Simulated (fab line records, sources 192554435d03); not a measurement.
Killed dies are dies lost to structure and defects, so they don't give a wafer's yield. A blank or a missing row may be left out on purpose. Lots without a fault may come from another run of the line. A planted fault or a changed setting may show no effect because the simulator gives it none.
Chamber matching | flow n5_finfet | N5_BEOL_M1_CO_CAP_55 on cvd_co-01: 3 sister chambers
The step material Co, precursor CCTBA/H2, target thk 2 nm, time 102.1 s. 6 wafers are shown with their chamber, then 11 later ones without.

WAFERS WITH THEIR CHAMBER
wafer  | chamber | heater_power_w (W)
L077.5 | 1       | 249
L078.4 | 1       | 253
L081.6 | 0       | 250
L083.3 | 0       | 249
L083.4 | 2       | 210
L086.3 | 2       | 214

WAFERS WITHOUT THEIR CHAMBER
wafer  | heater_power_w (W)
L086.4 | 243
L086.5 | 258
L089.1 | 214
L089.3 | 247
L089.5 | 207
L091.1 | 250
L091.5 | 253
L091.6 | 253
L095.1 | 258
L095.4 | 249
L095.5 | 249

WHICH CHAMBER EACH WENT THROUGH
wafer  | from the rows above     | in truth
L086.4 | can't be placed: 0 or 1 | 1
L086.5 | can't be placed: 1 or 0 | 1
L089.1 | 2                       | 2
L089.3 | can't be placed: 0 or 1 | 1
L089.5 | 2                       | 2
L091.1 | can't be placed: 0 or 1 | 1
L091.5 | can't be placed: 1 or 0 | 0
L091.6 | can't be placed: 1 or 0 | 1
L095.1 | can't be placed: 1 or 0 | 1
L095.4 | can't be placed: 0 or 1 | 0
L095.5 | can't be placed: 0 or 1 | 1
Placed correctly: 2 of 11. Can't be placed from these rows: 9 (the true chamber is among the candidates in 9). Placed wrongly: 0.
How it was worked out, from the rows above alone: a wafer's distance from a chamber is the root of the sum, over the readings, of the square of ((its reading less the chamber's mean) divided by the reading's scatter). The wafer belongs to the nearest chamber; if the next one is less than 2 further off, it can't be placed. A chamber's mean is the mean of its shown wafers. The scatter: the root of (the sum of the squares of (reading less its chamber's mean) over the shown wafers, divided by (wafers less chambers)).
